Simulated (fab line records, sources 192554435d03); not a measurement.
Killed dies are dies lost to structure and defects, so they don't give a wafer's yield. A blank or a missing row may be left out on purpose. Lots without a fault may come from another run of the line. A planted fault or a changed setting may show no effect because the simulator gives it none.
Which tool did it? | flow n5_finfet | 9 lots, 24 wafers sampled, at 4 steps of a route of 1938

WHAT THE GAUGES READ, wafer by wafer
N5_SD_EPI_N_EPI_MEAS_23.
lot  | measured    | on            | thk_nm (nm)
L611 | day 4 00:19 | film_metro-02 | 61.4 59.1 60.6
L612 | day 4 05:22 | film_metro-02 | 59.2 58.3 59.4
L613 | day 4 10:26 | film_metro-01 | 67.3 65.8 65.3
L614 | day 4 15:33 | film_metro-02 | 68.6 65.2 67.7
L627 | day 8 00:05 | film_metro-01 | 61.8 60.8
L628 | day 8 08:17 | film_metro-01 | 58.2 60.0
L629 | day 8 09:40 | film_metro-01 | 57.9 58.2 59.2
L630 | day 8 19:12 | film_metro-02 | 59.6 58.9 59.4
L631 | day 9 03:54 | film_metro-01 | 56.8 59.2

WHICH TOOL RAN EACH LOT (tool, then ch and the chambers of the sampled wafers, then the start)
lot  | N5_SPACER0_ALD_08                | N5_SD_EPI_N_DESCUM_14             | N5_SD_EPI_N_EPI_21
L611 | ald_sin-04 ch 1,3, day 3 20:25   | rie_diel-03 ch 2,3, day 3 20:56   | epi_rpcvd-03 ch 0, day 3 22:53
L612 | ald_sin-03 ch 0,2,3, day 4 01:26 | rie_diel-06 ch 0,1,3, day 4 01:58 | epi_rpcvd-03 ch 0, day 4 03:55
L613 | ald_sin-04 ch 0,2,3, day 4 06:24 | rie_diel-06 ch 0,1,3, day 4 07:02 | epi_rpcvd-03 ch 0, day 4 08:43
L614 | ald_sin-04 ch 0,2, day 4 11:25   | rie_diel-06 ch 1,2,3, day 4 12:08 | epi_rpcvd-03 ch 0, day 4 13:50
L627 | ald_sin-03 ch 0,2, day 7 20:02   | rie_diel-02 ch 0,3, day 7 20:41   | epi_rpcvd-02 ch 0, day 7 22:55
L628 | ald_sin-02 ch 2,3, day 8 04:08   | rie_diel-06 ch 2,3, day 8 04:54   | epi_rpcvd-02 ch 0, day 8 07:24
L629 | ald_sin-04 ch 1,2,3, day 8 05:44 | rie_diel-03 ch 0,1,3, day 8 06:16 | epi_rpcvd-01 ch 0, day 8 08:47
L630 | ald_sin-02 ch 0,1,3, day 8 15:09 | rie_diel-06 ch 2,3, day 8 15:47   | epi_rpcvd-01 ch 0, day 8 17:28
L631 | ald_sin-04 ch 0,1, day 8 22:35   | rie_diel-03 ch 1,3, day 8 23:46   | epi_rpcvd-03 ch 0, day 9 01:37
- N5_SPACER0_ALD_08: deposits SiNx, target thk 2 nm.
- N5_SD_EPI_N_DESCUM_14: chemistry O2, time 7.9 s.
- N5_SD_EPI_N_EPI_21: deposits Si:P, time 690 s.

THE ANSWER, worked out from the rows above alone
Rule: what is usual is taken from the lots themselves. Put in order of their means at a reading, lots are off if they are a third of the lots or fewer, leave a main group of 4 or more, and stand apart from it by a gap of 3 or more times the standard deviation of the main group's means; of several such gaps the widest counts. A main group whose means are all the same, to the digits that the tables above print for the reading, isn't used. A lot without any number at a reading at which 4 lots or more have one is off too. The other lots that the step has rows for count as sound.
Off: L613, L614, at N5_SD_EPI_N_EPI_MEAS_23 (thk_nm). The main group: mean 59.4 nm, standard deviation 1.
A tool fits if, at a process step before that reading, it ran every lot that is off, and no sound lot after the first of them. The gauges at N5_SD_EPI_N_EPI_MEAS_23 are tried like those tools. None of those tried fits.

WHAT THE SIMULATOR HAD PUT IN
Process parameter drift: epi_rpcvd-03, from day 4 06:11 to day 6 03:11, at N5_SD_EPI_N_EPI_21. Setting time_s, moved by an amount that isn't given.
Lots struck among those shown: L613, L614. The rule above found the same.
